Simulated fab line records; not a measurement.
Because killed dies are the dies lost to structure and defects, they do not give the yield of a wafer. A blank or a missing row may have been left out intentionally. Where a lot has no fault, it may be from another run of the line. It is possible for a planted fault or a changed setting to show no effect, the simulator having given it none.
fab line records ; flow n5Finfet
[record] lots = 6; wafers = 18; lastDay = 15
route steps=1938 shown MOL_CONTACT_COAG@529 BEOL_M4@1111 PASSIVATION@1936
lots untouched by any fault: they come from a run of this same line in which no faults occurred
startH: hours from the record's opening day to when the first of the lot's shown wafers began ; waitH: hours since the lot's step before ; " as in the row above ; L1.1+2: a row that stands for several wafers ; - no value, or no start given ; * or withheld: withheld ; < > ~ a bound
route shown NAME@n: a module of which the file shows steps, and the number in the route of the first ; usual: mean/standard deviation taken from wafers without a fault ; same: alike in all rows ; chamber/n: place in a boat ; sites: readings site by site ; _std_site: standard deviation across them ; _edge_site: inner sites' mean taken away from outer sites' mean ; radiusMm: how far each site lies from the wafer's centre ; mask NAME#n: copy n ; behind: tool/chamber where the wafer was last shaped ; hold: why the lot was held/for how many hours/how that ended ; device: names the non-switching transistor (n, p or np) ; end of line: the tests these same wafers got at the end of their route ; for a step that has no rows: nothing shown but its recipe ; killed: at the first sort, the dies lost to defects and structure; wafer yield is something else ; map: a wafer's dies, marking killed ones x, the rest . and places with no die _
set.NAME: setting as actually run; set.NAME@STEP: the setting as run at that earlier step ; model.NAME: the simulator's own value behind a step, which no gauge read
lots seen at some steps along the route; tables by step, rows by wafer
services: when a tool's chamber went out of use (startH, in hours from the record's first day, below 0 if earlier), for how many hours, and the reason
[[steps]]
[step N5_MOL_CONTACT_COAG_DESCUM_13]
[recipe] chemistry = O2; timeS = 7; sourcePowerW = 50; biasPowerW = 20; pressureMtorr = 20; rfFrequencyHz = 2.712e+07; tempC = 40; resist = CAR-EUV; o2FlowSccm = 225
[usual] drypumpMotorCurrentA = 5.6/0.52; oesProductAu = 0.83/0.068; rfVppV = 243.5/1.5; showerheadPlenumPTorr = 2.11/0.09; tempC = 39.99/0.11; throttleValvePct = 20.39/0.17
[same] timeS = 7
lot.wafer;tool;chamber;startH;waitH;drypumpMotorCurrentA;oesProductAu;rfHoursCounterH;rfVppV;showerheadPlenumPTorr;tempC;throttleValvePct
L791.1;rieDiel-06;1;97.63;0.0;6.7;0.82;89;243.9;2.02;39.97;20.45
L791.5;rieDiel-06;1;97.63;0.0;6.6;0.81;-;242.6;2.02;40.15;20.44
L791.6;rieDiel-06;2;97.63;0.0;5.4;0.93;-;246.3;2.23;39.90;20.44
L792.2;rieDiel-01;3;102.72;0.0;5.7;0.91;5;242.7;2.05;40.00;20.34
L792.5;rieDiel-01;3;102.72;0.0;5.8;0.92;-;242.9;2.05;40.14;20.33
L792.6;rieDiel-01;2;102.72;0.0;6.3;0.72;-;244.1;2.05;40.08;20.40
L794.3;rieDiel-01;2;116.64;0.2;6.4;0.72;233;243.2;2.05;39.91;20.41
L794.5;rieDiel-01;3;116.64;0.2;5.7;0.89;-;242.3;2.05;39.95;20.35
L794.6;rieDiel-01;2;116.64;0.2;6.4;0.71;-;243.2;2.05;39.86;20.41
L795.1;rieDiel-02;0;119.04;0.9;5.8;0.89;19;243.3;2.13;40.11;19.97
L795.4;rieDiel-02;3;119.04;0.9;4.8;0.87;49;242.6;2.03;40.00;20.46
L795.6;rieDiel-02;2;119.04;0.9;5.8;0.83;-;244.1;2.24;39.94;20.41
L796.2;rieDiel-01;0;129.70;1.3;6.1;0.73;206;241.4;1.98;39.99;20.58
L796.3;rieDiel-01;3;129.70;1.3;5.7;0.88;18;242.0;2.05;39.95;20.36
L796.4;rieDiel-01;2;129.70;1.3;6.4;0.72;240;243.2;2.04;39.92;20.41
L804.1;rieDiel-06;0;175.93;0.2;5.3;0.89;19;245.7;2.25;39.92;20.53
L804.2;rieDiel-06;1;175.93;0.2;6.7;0.80;108;242.0;2.01;40.03;20.46
L804.4;rieDiel-06;2;175.93;0.2;5.4;0.89;33;245.1;2.23;39.91;20.49
[step N5_MOL_CONTACT_COAG_ETCH_59]
[recipe] chemistry = N2/H2; target = underlayer; targetDepthA = 130; maskMaterial = CAR-EUV; timeS = 10.4; ionEnergyEv = 200; pressureMtorr = 30; sourceW = 840; biasW = 150; n2FlowSccm = 200; h2FlowSccm = 200; ends = cleared
[step N5_MOL_CONTACT_COAG_ETCH_105]
[recipe] chemistry = CF4; target = SiARC; targetDepthA = 156; maskMaterial = CAR-EUV; timeS = 26; ionEnergyEv = 80; pressureMtorr = 40; sourceW = 545; biasW = 36; Ar_flow_sccm = 100; cf4FlowSccm = 100; ends = cleared
[usual] cf4FlowSccm = 99.9/0.31; drypumpMotorCurrentA = 5.6/0.52; etchRfOnTimeS = 25.8/0.4; oesProductAu = 0.71/0.058; rfVppV = 184.3/1.2; showerheadPlenumPTorr = 2.16/0.077; throttleValvePct = 15.55/0.19
lot.wafer;tool;chamber;startH;waitH;cf4FlowSccm;drypumpMotorCurrentA;etchRfOnTimeS;oesProductAu;rfHoursCounterH;rfVppV;showerheadPlenumPTorr;throttleValvePct
L791.1;rieDiel-06;1;97.69;0.0;100.0;6.6;26.5;0.69;89;183.6;2.07;15.60
L791.5;rieDiel-06;1;97.69;0.0;99.9;6.7;26.9;0.69;-;183.8;2.07;15.61
L791.6;rieDiel-06;2;97.69;0.0;100.3;5.4;25.6;0.80;-;185.2;2.26;15.51
L792.2;rieDiel-01;3;102.78;0.0;99.8;5.7;26.5;0.79;5;183.2;2.09;15.47
L792.5;rieDiel-01;3;102.78;0.0;100.2;5.7;26.6;0.79;-;182.8;2.09;15.48
L792.6;rieDiel-01;2;102.78;0.0;99.8;6.4;25.7;0.61;-;184.1;2.11;15.81
L794.3;rieDiel-01;2;116.70;0.0;99.9;6.4;25.6;0.61;233;183.2;2.11;15.82
L794.5;rieDiel-01;3;116.70;0.0;99.2;5.7;26.3;0.77;-;184.7;2.09;15.49
L794.6;rieDiel-01;2;116.70;0.0;100.4;6.4;25.5;0.62;-;184.3;2.11;15.82
L795.1;rieDiel-02;0;119.10;0.0;99.7;5.8;25.6;0.77;19;184.1;2.19;15.26
L795.4;rieDiel-02;3;119.10;0.0;100.3;4.8;25.8;0.73;49;184.8;2.09;15.64
L795.6;rieDiel-02;2;119.10;0.0;99.8;5.7;25.5;0.72;-;186.0;2.25;15.35
L796.2;rieDiel-01;0;129.76;0.0;100.0;6.1;25.1;0.64;206;182.4;2.05;15.87
L796.3;rieDiel-01;3;129.76;0.0;99.6;5.7;26.4;0.76;18;183.5;2.09;15.50
L796.4;rieDiel-01;2;129.76;0.0;100.1;6.4;25.6;0.60;240;182.9;2.11;15.82
L804.1;rieDiel-06;0;175.98;0.0;99.5;5.3;25.8;0.77;19;185.6;2.27;15.47
L804.2;rieDiel-06;1;175.98;0.0;99.8;6.6;26.8;0.67;108;181.8;2.06;15.64
L804.4;rieDiel-06;2;175.98;0.0;99.6;5.4;25.9;0.75;33;186.3;2.26;15.57
[step N5_MOL_CONTACT_COAG_ETCH_106]
[recipe] chemistry = N2/H2; target = SOC; targetDepthA = 800; overetchA = 160; maskMaterial = SiARC; tempC = 40; timeS = 120; ionEnergyEv = 200; pressureMtorr = 30; sourceW = 840; biasW = 150; n2FlowSccm = 200; h2FlowSccm = 200
[step N5_MOL_CONTACT_COAG_STRIP_107]
[recipe] chemistry = N2/H2; tempC = 40; n2FlowSccm = 200; h2FlowSccm = 200; rfFrequencyHz = 6e+07
[step N5_MOL_CONTACT_COAG_STRIP_108]
[recipe] chemistry = N2/H2; tempC = 40; n2FlowSccm = 200; h2FlowSccm = 200; rfFrequencyHz = 6e+07
[step N5_MOL_CONTACT_COAG_CONTACT_ETCH_14]
[recipe] chemistry = C4F6/O2; target = SiO2; targetDepthA = 275; overetchA = 85; maskMaterial = SOC; pressureMtorr = 30; sourceW = 370; biasW = 185; Ar_flow_sccm = 300; C4F6_flow_sccm = 16; O2_flow_sccm = 10; timeS = 20; ionEnergyEv = 259.6
[usual] drypumpMotorCurrentA = 5.6/0.52; oesProductAu = 0.71/0.058; rfVppV = 694/3.6; showerheadPlenumPTorr = 2.90/0.11; throttleValvePct = 21.20/0.16
[same] timeS = 20
lot.wafer;tool;chamber;startH;waitH;drypumpMotorCurrentA;oesProductAu;rfHoursCounterH;rfVppV;showerheadPlenumPTorr;throttleValvePct
L791.1;rieDiel-06;1;97.81;0.0;6.7;0.70;89;690;2.77;21.20
L791.5;rieDiel-06;1;97.81;0.0;6.7;0.70;-;690;2.77;21.20
L791.6;rieDiel-06;2;97.81;0.0;5.4;0.79;-;697;3.06;21.31
L792.2;rieDiel-01;3;102.91;0.0;5.7;0.80;5;691;2.82;21.17
L792.5;rieDiel-01;3;102.91;0.0;5.7;0.79;-;691;2.82;21.15
L792.6;rieDiel-01;2;102.91;0.0;6.4;0.61;-;691;2.83;21.31
L794.3;rieDiel-01;2;116.82;0.0;6.3;0.61;233;691;2.83;21.32
L794.5;rieDiel-01;3;116.82;0.0;5.7;0.78;-;691;2.81;21.18
L794.6;rieDiel-01;2;116.82;0.0;6.3;0.60;-;692;2.83;21.32
L795.1;rieDiel-02;0;119.23;0.0;5.8;0.77;19;696;2.95;20.98
L795.4;rieDiel-02;3;119.23;0.0;4.8;0.73;49;691;2.79;21.25
L795.6;rieDiel-02;2;119.23;0.0;5.8;0.71;-;697;3.03;21.07
L796.2;rieDiel-01;0;129.89;0.0;6.1;0.62;206;686;2.75;21.50
L796.3;rieDiel-01;3;129.89;0.0;5.8;0.77;18;692;2.81;21.19
L796.4;rieDiel-01;2;129.89;0.0;6.4;0.60;240;692;2.83;21.32
L804.1;rieDiel-06;0;176.11;0.0;5.3;0.76;19;698;3.05;21.21
L804.2;rieDiel-06;1;176.11;0.0;6.7;0.69;108;690;2.77;21.24
L804.4;rieDiel-06;2;176.11;0.0;5.4;0.76;33;699;3.05;21.37
[step N5_MOL_CONTACT_COAG_STRIP_109]
[recipe] chemistry = C4F6/O2; resist = SiARC; rfFrequencyHz = 6e+07
[step N5_MOL_CONTACT_COAG_ETCH_15]
[recipe] chemistry = CH3F/O2; target = SiNx; targetDepthA = 70; maskMaterial = SOC; stopOn = Si:P; overEtchFrac = 0.75; ionEnergyEv = 120; pressureMtorr = 30; sourceW = 395; biasW = 73; Ar_flow_sccm = 150; CH3F_flow_sccm = 30; O2_flow_sccm = 20
[step N5_MOL_CONTACT_COAG_ETCH_110]
[recipe] chemistry = CF4/O2; target = Si; targetDepthA = 25; timeS = 8; pressureMtorr = 100; sourceW = 200; biasW = 12; ionEnergyEv = 60; Ar_flow_sccm = 100; cf4FlowSccm = 100; O2_flow_sccm = 10
[usual] cf4FlowSccm = 99.99/0.28; drypumpMotorCurrentA = 5.6/0.52; oesProductAu = 0.83/0.068; rfVppV = 127.0/1.6; showerheadPlenumPTorr = 2.24/0.079; throttleValvePct = 10.65/0.23
[same] timeS = 8
lot.wafer;tool;chamber;startH;waitH;cf4FlowSccm;drypumpMotorCurrentA;oesProductAu;rfHoursCounterH;rfVppV;showerheadPlenumPTorr;throttleValvePct
L791.1;rieDiel-06;1;97.91;0.0;100.26;6.6;0.81;89;128.8;2.15;10.70
L791.5;rieDiel-06;1;97.91;0.0;100.49;6.7;0.80;-;128.5;2.15;10.70
L791.6;rieDiel-06;2;97.91;0.0;100.38;5.4;0.93;-;127.1;2.35;10.55
L792.2;rieDiel-01;3;103.00;0.0;99.94;5.8;0.93;5;127.8;2.18;10.50
L792.5;rieDiel-01;3;103.00;0.0;99.54;5.7;0.92;-;127.4;2.18;10.49
L792.6;rieDiel-01;2;103.00;0.0;99.88;6.3;0.72;-;126.2;2.19;11.05
L794.3;rieDiel-01;2;116.92;0.0;99.85;6.4;0.72;233;126.3;2.19;11.08
L794.5;rieDiel-01;3;116.92;0.0;99.92;5.7;0.90;-;127.1;2.17;10.52
L794.6;rieDiel-01;2;116.92;0.0;99.87;6.4;0.71;-;125.5;2.19;11.07
L795.1;rieDiel-02;0;119.32;0.0;100.35;5.8;0.90;19;126.3;2.27;10.33
L795.4;rieDiel-02;3;119.32;0.0;99.97;4.7;0.85;49;126.7;2.17;10.70
L795.6;rieDiel-02;2;119.32;0.0;100.00;5.8;0.83;-;125.5;2.34;10.45
L796.2;rieDiel-01;0;129.98;0.0;100.05;6.1;0.74;206;125.2;2.13;11.05
L796.3;rieDiel-01;3;129.98;0.0;99.76;5.7;0.88;18;127.6;2.17;10.55
L796.4;rieDiel-01;2;129.98;0.0;99.81;6.4;0.70;240;127.3;2.19;11.09
L804.1;rieDiel-06;0;176.20;0.0;99.69;5.3;0.89;19;129.2;2.35;10.47
L804.2;rieDiel-06;1;176.20;0.0;99.92;6.7;0.79;108;127.9;2.14;10.73
L804.4;rieDiel-06;2;176.20;0.0;99.83;5.4;0.89;33;129.8;2.34;10.59
[step N5_MOL_CONTACT_COAG_STRIP_98]
[recipe] chemistry = N2/H2; powerW = 500; tempC = 40; pressureMtorr = 50; rfFrequencyHz = 6e+07; overashFraction = 0.3; biasPowerW = 8; h2Frac = 0.5; n2FlowSccm = 300; h2FlowSccm = 300
[usual] drypumpMotorCurrentA = 5.7/0.52; n2FlowSccm = 300.1/0.89; oesProductAu = 0.83/0.069; powerW = 499.9/1.5; rfVppV = 54.3/1.4; showerheadPlenumPTorr = 3.39/0.13; tempC = 40.00/0.11; throttleValvePct = 18.72/0.26
lot.wafer;tool;chamber;startH;waitH;drypumpMotorCurrentA;n2FlowSccm;oesProductAu;powerW;rfHoursCounterH;rfVppV;showerheadPlenumPTorr;tempC;throttleValvePct
L791.1;rieDiel-06;1;97.96;0.0;6.6;299.9;0.83;501.0;89;53.4;3.26;39.85;19.09
L791.5;rieDiel-06;1;97.96;0.0;6.7;298.6;0.82;500.7;-;54.3;3.26;40.08;19.08
L791.6;rieDiel-06;2;97.96;0.0;5.5;300.8;0.94;500.6;-;54.5;3.57;39.92;18.80
L792.2;rieDiel-01;3;103.05;0.0;5.8;299.8;0.91;500.3;5;54.4;3.29;39.87;18.64
L792.5;rieDiel-01;3;103.05;0.0;5.8;299.1;0.91;500.0;-;54.7;3.29;39.91;18.59
L792.6;rieDiel-01;2;103.05;0.0;6.4;300.2;0.73;500.1;-;55.3;3.31;39.89;18.70
L794.3;rieDiel-01;2;116.97;0.0;6.4;301.3;0.71;500.5;233;55.5;3.30;39.93;18.72
L794.5;rieDiel-01;3;116.97;0.0;5.7;300.5;0.88;499.8;-;53.5;3.29;39.75;18.61
L794.6;rieDiel-01;2;116.97;0.0;6.4;300.4;0.71;501.9;-;51.1;3.30;39.86;18.76
L795.1;rieDiel-02;0;119.37;0.0;5.8;299.9;0.89;502.1;19;53.1;3.45;40.10;18.57
L795.4;rieDiel-02;3;119.37;0.0;4.7;301.4;0.86;499.6;49;54.7;3.26;40.12;18.57
L795.6;rieDiel-02;2;119.37;0.0;5.8;299.1;0.82;501.5;-;52.6;3.56;40.15;18.78
L796.2;rieDiel-01;0;130.03;0.0;6.1;299.8;0.72;500.3;206;55.9;3.20;39.74;19.04
L796.3;rieDiel-01;3;130.03;0.0;5.8;299.1;0.88;498.8;18;55.5;3.29;39.94;18.61
L796.4;rieDiel-01;2;130.03;0.0;6.4;299.6;0.72;498.5;240;53.0;3.30;39.80;18.73
L804.1;rieDiel-06;0;176.25;0.0;5.3;299.4;0.89;501.2;19;53.8;3.58;39.84;18.57
L804.2;rieDiel-06;1;176.25;0.0;6.7;300.5;0.80;500.7;108;54.2;3.25;40.05;19.11
L804.4;rieDiel-06;2;176.25;0.0;5.5;300.4;0.90;499.1;33;53.8;3.56;40.02;18.80
[step N5_MOL_CONTACT_COAG_CD_MEAS_99]
[recipe] targetCdNm = 17.2; polarity = opening
[usual] cdNm = 17.1/0.33
lot.wafer;tool;chamber;startH;waitH;cdNm
L791.1;cdSem-02;-;98.03;-;16.6
L791.5;cdSem-02;-;98.03;-;16.9
L791.6;cdSem-02;-;98.03;-;17.2
L792.2;cdSem-03;-;103.12;-;17.3
L792.5;cdSem-03;-;103.12;-;17.6
L792.6;cdSem-03;-;103.12;-;17.0
L794.3;cdSem-01;-;117.04;-;17.6
L794.5;cdSem-01;-;117.04;-;17.9
L794.6;cdSem-01;-;117.04;-;17.2
L795.1;cdSem-01;-;119.44;-;17.5
L795.4;cdSem-01;-;119.44;-;16.6
L795.6;cdSem-01;-;119.44;-;16.9
L796.2;cdSem-03;-;130.10;-;17.1
L796.3;cdSem-03;-;130.10;-;17.2
L796.4;cdSem-03;-;130.10;-;17.0
L804.1;cdSem-03;-;176.32;-;17.4
L804.2;cdSem-03;-;176.32;-;16.7
L804.4;cdSem-03;-;176.32;-;17.0
[step N5_MOL_CONTACT_COAG_IMPLANT_129]
[recipe] species = Ge; energyKev = 3; doseCm2 = 6e+14; tiltDeg = 0; rotationDeg = 0
[usual] beamOnS = 38.5/1.9; doseIonsCm2 = 5.999e+14/5.8e+11
lot.wafer;tool;chamber;startH;waitH;beamOnS;doseIonsCm2
L791.1;implanter-01;0;98.06;0.0;38.0;6.006e+14
L791.5;implanter-01;0;98.06;0.0;37.2;5.996e+14
L791.6;implanter-01;0;98.06;0.0;38.4;6.001e+14
L792.2;implanter-02;0;103.18;0.1;40.8;5.99e+14
L792.5;implanter-02;0;103.18;0.1;41.6;5.993e+14
L792.6;implanter-02;0;103.18;0.1;41.3;5.996e+14
L794.3;implanter-01;0;117.13;0.1;18.3;3.074e+14
L794.5;implanter-01;0;117.13;0.1;18.8;3.07e+14
L794.6;implanter-01;0;117.13;0.1;19.1;3.082e+14
L795.1;implanter-01;0;119.47;0.0;18.7;3.078e+14
L795.4;implanter-01;0;119.47;0.0;18.8;3.077e+14
L795.6;implanter-01;0;119.47;0.0;18.8;3.073e+14
L796.2;implanter-02;0;130.16;0.1;41.5;6.002e+14
L796.3;implanter-02;0;130.16;0.1;40.1;6.009e+14
L796.4;implanter-02;0;130.16;0.1;40.2;5.994e+14
L804.1;implanter-02;0;176.36;0.0;40.9;6.006e+14
L804.2;implanter-02;0;176.36;0.0;41.7;5.998e+14
L804.4;implanter-02;0;176.36;0.0;40.4;6.002e+14
[step N5_MOL_CONTACT_COAG_PRECLEAN_111]
[recipe] chemistry = NF3:NH3; afsCycles = 1; tempC = 30; timeS = 20; sublimationTempC = 180; sublimationTimeS = 60; pressureTorr = 3; rfPowerW = 30
[step N5_BEOL_M4_RC_MEAS_101]
[usual] DIBL_N = 36.1/1.5; DIBL_P = 36.1/1.9; IOFF_N = 0.159/0.029; IOFF_P = 0.21/0.038; ION_N = 675/11; ION_P = 464/8.1; SS_N = 71.5/0.57; SS_P = 73.3/0.64; VT_N = 249/3.1; VT_P = -250/3.8
lot.wafer;tool;chamber;startH;waitH;DIBL_N[mV/V];DIBL_P[mV/V];IOFF_N[nA/um];IOFF_P[nA/um];ION_N[uA/um];ION_P[uA/um];SS_N[mV/dec];SS_P[mV/dec];VT_N[mV];VT_P[mV]
L791.1;prober-01;0;174.19;0.0;35.8;35.8;0.143;0.20;676;465;71.2;73.3;251;-251
L791.5;prober-01;0;174.19;0.0;37.5;36.9;0.170;0.21;684;459;71.5;73.2;248;-253
L791.6;prober-01;0;174.19;0.0;38.0;36.7;0.179;0.21;668;460;72.0;73.5;248;-250
L792.2;prober-02;0;176.86;0.2;36.9;38.1;0.187;0.27;691;478;71.6;74.2;245;-242
L792.5;prober-02;0;176.86;0.2;36.5;38.2;0.179;0.27;692;479;72.5;73.7;248;-245
L792.6;prober-02;0;176.86;0.2;35.3;35.5;0.145;0.21;675;465;72.1;73.7;250;-249
L794.3;prober-02;0;193.20;0.4;33.5;33.5;0.125;0.17;664;457;71.5;72.7;251;-256
L794.5;prober-02;0;193.20;0.4;35.7;34.8;0.148;0.19;676;462;71.3;73.4;252;-253
L794.6;prober-02;0;193.20;0.4;32.4;32.2;0.111;0.16;666;458;70.1;72.4;253;-253
L795.1;prober-01;0;194.50;0.0;34.2;33.8;0.128;0.17;677;464;70.9;72.9;250;-252
L795.4;prober-01;0;194.50;0.0;33.7;32.9;0.117;0.17;657;450;71.3;72.1;254;-253
L795.6;prober-01;0;194.50;0.0;34.5;35.0;0.151;0.21;686;471;71.1;73.0;251;-249
L796.2;prober-02;0;199.85;0.2;37.1;36.0;0.168;0.21;689;466;71.5;73.3;247;-250
L796.3;prober-02;0;199.85;0.2;38.0;36.6;0.181;0.22;684;468;72.0;73.3;245;-251
L796.4;prober-02;0;199.85;0.2;35.9;34.7;0.140;0.19;678;465;72.1;72.8;249;-251
L804.1;prober-02;0;249.11;0.3;34.2;33.0;0.137;0.16;675;455;70.6;73.3;249;-255
L804.2;prober-02;0;249.11;0.3;38.1;37.4;0.207;0.22;685;458;71.4;73.5;244;-252
L804.4;prober-02;0;249.11;0.3;34.7;33.6;0.149;0.17;678;456;70.5;73.0;248;-256
[step N5_PASSIVATION_PROBE_49]
[usual] defectLimitedYield = 91.5/1.6; killed_at_M0_to_M3 = 33/10; killed_at_M4_up = 13/5.6; killedAtContacts = 13/6; killedAtFrontEnd = 39/12; killedAtOther = 3.0/2.8; killedDies = 101/19; killedOpen = 65/13; killedShort = 32/8.3; sort_bin_5_function = 5.0/1; sort_bin_6_memory = 3.1/0.69; sortNPass = 1079/19; sortYieldPct = 91.5/1.6
[same] grossDies = 1180; killedAtBackSide = 0; sort_bin_4_leakage[%] = 0; sort_bin_8_speed[%] = 0
lot.wafer;tool;chamber;startH;waitH;defectLimitedYield[%];killed_at_M0_to_M3;killed_at_M4_up;killedAtContacts;killedAtFrontEnd;killedAtOther;killedDies;killedOpen;killedShort;sort_bin_5_function[%];sort_bin_6_memory[%];sortNPass;sortYieldPct[%]
L792.2;prober-02;-;278.44;0.1;91.9;42;14;7;28;4;95;59;34;4.7;3.1;1085;91.9
L792.5;prober-02;-;278.59;0.2;90.2;50;21;15;28;2;116;77;36;5.3;3.9;1064;90.2
L792.6;prober-02;-;278.64;0.3;91.3;35;20;8;39;1;103;68;29;4.9;3.3;1077;91.3
L794.3;prober-02;-;286.95;0.1;90.7;46;12;21;26;5;110;73;35;5.4;3.6;1070;90.7
L794.5;prober-02;-;287.05;0.2;90.2;49;7;12;40;8;116;75;37;6.0;3.5;1064;90.2
L794.6;prober-02;-;287.10;0.3;90.8;49;17;6;31;5;108;69;37;5.1;3.9;1072;90.8
L804.1;prober-01;-;355.45;0.0;92.5;31;5;17;34;1;88;64;23;4.4;3.0;1092;92.5
L804.2;prober-01;-;355.50;0.1;92.7;16;10;15;42;3;86;56;29;4.3;2.7;1094;92.7
L804.4;prober-01;-;355.60;0.2;92.7;30;15;21;17;3;86;59;27;4.7;2.3;1094;92.7
// killed by level:class
L792.2 BEOL_M2:geometricParticle:open=13 BEOL_M0_SAQP:geometricParticle:open=12 GATE_CUT:geometricParticle:short=8 BEOL_M0_SAQP:geometricParticle:short=7 MOL_CONTACT_COAG:geometricParticle:open=6 BEOL_M4:geometricParticle:open=6 BEOL_M3:geometricParticle:open=5 FIN_SAQP:geometricParticle:short=4
L792.5 BEOL_M0_SAQP:geometricParticle:short=14 MOL_CONTACT_COAG:geometricParticle:open=13 BEOL_M0_SAQP:geometricParticle:open=11 BEOL_M0:geometricParticle:open=6 BEOL_M1:geometricParticle:open=6 BEOL_M4:geometricParticle:open=5 DUMMY_GATE:geometricParticle:open=4 BEOL_M2:geometricParticle:open=4
L792.6 BEOL_M2:geometricParticle:open=14 STI_FIN_REVEAL:geometricParticle:open=8 BEOL_M4:geometricParticle:open=8 BEOL_M0_SAQP:geometricParticle:open=6 FIN_SAQP:geometricParticle:open=5 MOL_CONTACT_COAG:geometricParticle:open=5 GATE_CUT:geometricParticle:short=4 BEOL_M2:geometricParticle:short=4
L794.3 MOL_CONTACT_COAG:geometricParticle:open=17 BEOL_M0_SAQP:geometricParticle:short=17 BEOL_M2:geometricParticle:open=12 BEOL_M0_SAQP:geometricParticle:open=9 BEOL_M4:geometricParticle:open=9 FIN_SAQP:geometricParticle:open=5 STI_FIN_REVEAL:geometricParticle:open=5 FIN_SAQP:geometricParticle:short=3
L794.5 BEOL_M1:geometricParticle:open=16 BEOL_M3:geometricParticle:open=10 MOL_CONTACT_COAG:geometricParticle:open=9 DUMMY_GATE:geometricParticle:open=8 STI_FIN_REVEAL:geometricParticle:open=7 BEOL_M0_SAQP:geometricParticle:short=6 FIN_SAQP:geometricParticle:short=5 BEOL_M0_SAQP:geometricParticle:open=5
L794.6 BEOL_M0_SAQP:geometricParticle:short=13 BEOL_M0_SAQP:geometricParticle:open=13 BEOL_M2:geometricParticle:open=7 STI_FIN_REVEAL:geometricParticle:open=6 BEOL_M1:geometricParticle:open=6 MOL_CONTACT_COAG:geometricParticle:open=5 BEOL_M4:geometricParticle:open=5 FIN_SAQP:geometricParticle:short=4
L804.1 MOL_CONTACT_COAG:geometricParticle:open=14 FIN_SAQP:geometricParticle:open=10 FIN_SAQP:geometricParticle:short=8 BEOL_M1:geometricParticle:open=8 BEOL_M3:geometricParticle:open=7 BEOL_M0_SAQP:geometricParticle:open=6 BEOL_M2:geometricParticle:open=5 DUMMY_GATE:geometricParticle:open=3
L804.2 MOL_CONTACT_COAG:geometricParticle:open=11 FIN_SAQP:geometricParticle:open=10 GATE_CUT:geometricParticle:short=6 FIN_SAQP:geometricParticle:short=5 BEOL_M4:geometricParticle:open=5 GATE_CUT:geometricParticle:open=4 MOL_CONTACT_COAG:geometricParticle:short=4 BEOL_M3:geometricParticle:open=4
L804.4 MOL_CONTACT_COAG:geometricParticle:open=17 BEOL_M3:geometricParticle:open=10 BEOL_M0_SAQP:geometricParticle:open=5 BEOL_M4:geometricParticle:open=5 MOL_CONTACT_COAG:geometricParticle:short=4 DUMMY_GATE:geometricParticle:open=3 BEOL_M0_SAQP:geometricParticle:short=3 BEOL_M1:geometricParticle:open=3
[[services]]
tool;chamber;startH;hours;kind
rieDiel-01;3;73.94;-;clean
rieDiel-01;3;73.94;-;consumableReplace:focusRing
rieDiel-01;3;73.94;15.8;scheduledDown
rieDiel-01;3;73.94;15.8;ventCycle
rieDiel-06;0;75.26;-;clean
rieDiel-06;0;75.26;-;consumableReplace:focusRing
rieDiel-06;0;75.26;-;consumableReplace:showerhead
rieDiel-06;0;75.26;18.5;scheduledDown
rieDiel-06;0;75.26;18.5;ventCycle
rieDiel-06;2;83.58;4.7;repair
rieDiel-02;2;92.12;3.4;repair
rieDiel-06;-;104.51;28.1;pm
implanter-01;-;125.82;2.6;pm
rieDiel-02;0;145.20;4.2;repair
rieDiel-01;2;155.86;-;clean
rieDiel-01;2;155.86;-;consumableReplace:focusRing
rieDiel-01;2;155.86;24.8;scheduledDown
rieDiel-01;2;155.86;24.8;ventCycle
implanter-01;-;173.72;3.7;repair
[[key]]
[firstSign] step = N5_MOL_CONTACT_COAG_IMPLANT_129; reading = doseIonsCm2; direction = down; sigmas = 99+; usual = 5.999e+14; struck = 3.076e+14
[effect] step = N5_MOL_CONTACT_COAG_IMPLANT_129; reading = beamOnS; direction = down; sigmas = 11; usual = 38.5; struck = 18.8
metAt N5_MOL_CONTACT_COAG_IMPLANT_129
struckWafers L794.3,L794.5,L794.6,L795.1,L795.4,L795.6
onsetBetween 98.06 117.13
[fault] kind = processParameterDrift; tool = implanter-01; chamber = -; onsetH = 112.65; steps = N5_MOL_CONTACT_COAG_IMPLANT_129; channel = doseCm2; offset = -2.9209e+14; shape = step; endH = 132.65; actsIn = theseRecipesOnly; stated = 6e+14
